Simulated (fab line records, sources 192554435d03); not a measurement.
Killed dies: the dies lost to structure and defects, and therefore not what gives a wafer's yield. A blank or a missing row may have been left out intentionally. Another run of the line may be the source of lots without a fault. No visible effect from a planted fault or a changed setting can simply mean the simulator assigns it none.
Which tool was responsible? / flow n5Finfet / 11 lots, 33 wafers sampled, at 4 steps of a route of 1938

## WHAT EACH GAUGE READ, for each wafer
N5_BEOL_M12_OVL_MEAS_11.
lot=L203; measured=day 10 03:26; on=overlay-02; V11_OVL (nm)=1 -6 3
lot=L204; measured=day 10 15:26; on=overlay-02; V11_OVL (nm)=1 1 1
lot=L205; measured=day 11 00:50; on=overlay-02; V11_OVL (nm)=-4 5 -7
lot=L206; measured=day 11 03:00; on=overlay-01; V11_OVL (nm)=10 16 9
lot=L207; measured=day 11 07:59; on=overlay-01; V11_OVL (nm)=-3 3 -1
lot=L208; measured=day 11 10:03; on=overlay-02; V11_OVL (nm)=-7 2 -8
lot=L210; measured=day 12 07:57; on=overlay-02; V11_OVL (nm)=9 11 6
lot=L212; measured=day 13 05:00; on=overlay-02; V11_OVL (nm)=3 -11 8
lot=L223; measured=day 15 08:46; on=overlay-01; V11_OVL (nm)=8 8 12
lot=L222; measured=day 15 10:27; on=overlay-01; V11_OVL (nm)=5 9 0
lot=L226; measured=day 16 04:41; on=overlay-02; V11_OVL (nm)=14 8 11

## WHICH TOOL RAN EACH LOT (tool, then ch and the chambers of the sampled wafers, then the start)
lot=L203; N5_BEOL_M11_ETCH_65=rieDiel-04 ch 0,2, day 9 23:40; N5_BEOL_M11_DEGAS_44=pvdSputter-03, day 10 01:08; N5_BEOL_M11_CVD_75=cvdCo-02 ch 0,1,2, day 10 01:38
lot=L204; N5_BEOL_M11_ETCH_65=rieDiel-01 ch 0,1,2, day 10 11:35; N5_BEOL_M11_DEGAS_44=pvdSputter-01, day 10 12:43; N5_BEOL_M11_CVD_75=cvdCo-01 ch 0,1,2, day 10 13:14
lot=L205; N5_BEOL_M11_ETCH_65=rieDiel-04 ch 2,3, day 10 20:23; N5_BEOL_M11_DEGAS_44=pvdSputter-01, day 10 21:24; N5_BEOL_M11_CVD_75=cvdCo-02 ch 0,1, day 10 21:59
lot=L206; N5_BEOL_M11_ETCH_65=rieDiel-04 ch 2,3, day 10 21:59; N5_BEOL_M11_DEGAS_44=pvdSputter-02, day 10 23:05; N5_BEOL_M11_CVD_75=cvdCo-02 ch 0,1, day 11 00:02
lot=L207; N5_BEOL_M11_ETCH_65=rieDiel-05 ch 0,1, day 11 04:31; N5_BEOL_M11_DEGAS_44=pvdSputter-03, day 11 05:42; N5_BEOL_M11_CVD_75=cvdCo-01 ch 0,1,2, day 11 06:14
lot=L208; N5_BEOL_M11_ETCH_65=rieDiel-01 ch 1,3, day 11 04:49; N5_BEOL_M11_DEGAS_44=pvdSputter-03, day 11 06:26; N5_BEOL_M11_CVD_75=cvdCo-02 ch 0,1,2, day 11 07:06
lot=L210; N5_BEOL_M11_ETCH_65=rieDiel-01 ch 1,2,3, day 12 04:37; N5_BEOL_M11_DEGAS_44=pvdSputter-03, day 12 05:47; N5_BEOL_M11_CVD_75=cvdCo-02 ch 0,1,2, day 12 06:16
lot=L212; N5_BEOL_M11_ETCH_65=rieDiel-05 ch 1,3, day 13 00:26; N5_BEOL_M11_DEGAS_44=pvdSputter-01, day 13 02:11; N5_BEOL_M11_CVD_75=cvdCo-01 ch 1,2, day 13 02:51
lot=L223; N5_BEOL_M11_ETCH_65=rieDiel-01 ch 0,1, day 15 05:30; N5_BEOL_M11_DEGAS_44=pvdSputter-03, day 15 06:40; N5_BEOL_M11_CVD_75=cvdCo-01 ch 0,1,2, day 15 07:11
lot=L222; N5_BEOL_M11_ETCH_65=rieDiel-05 ch 1,2, day 15 06:22; N5_BEOL_M11_DEGAS_44=pvdSputter-03, day 15 07:25; N5_BEOL_M11_CVD_75=cvdCo-01 ch 0,1, day 15 08:47
lot=L226; N5_BEOL_M11_ETCH_65=rieDiel-05 ch 0,1,3, day 15 23:03; N5_BEOL_M11_DEGAS_44=pvdSputter-02, day 16 02:22; N5_BEOL_M11_CVD_75=cvdCo-01 ch 0,1, day 16 02:52
- N5_BEOL_M11_ETCH_65: etches SiARC in CF4, target depth 39 nm, time 65 s.
- N5_BEOL_M11_DEGAS_44: time 60 s.
- N5_BEOL_M11_CVD_75: deposits Co from CCTBA/H2, target thk 2 nm, time 138.9 s.

## THE ANSWER, worked out from the rows above alone
Rule: what is usual is taken from the lots themselves. The widest of any qualifying gaps counts: lots, ordered by their means at a reading, are off when they make up no more than a third of the lots, leave a main group of 4 or more, and stand apart from it by 3 or more times the standard deviation of that group's means. A main group is skipped when, at the precision printed for the reading in the tables above, its means are all equal. A lot without any number at a reading at which 4 lots or more have one is off too. All remaining lots with rows at the step are treated as sound.
Across all readings shown, no lot is off: no conclusion can be drawn from this.

## WHAT THE SIMULATOR HAD INSERTED
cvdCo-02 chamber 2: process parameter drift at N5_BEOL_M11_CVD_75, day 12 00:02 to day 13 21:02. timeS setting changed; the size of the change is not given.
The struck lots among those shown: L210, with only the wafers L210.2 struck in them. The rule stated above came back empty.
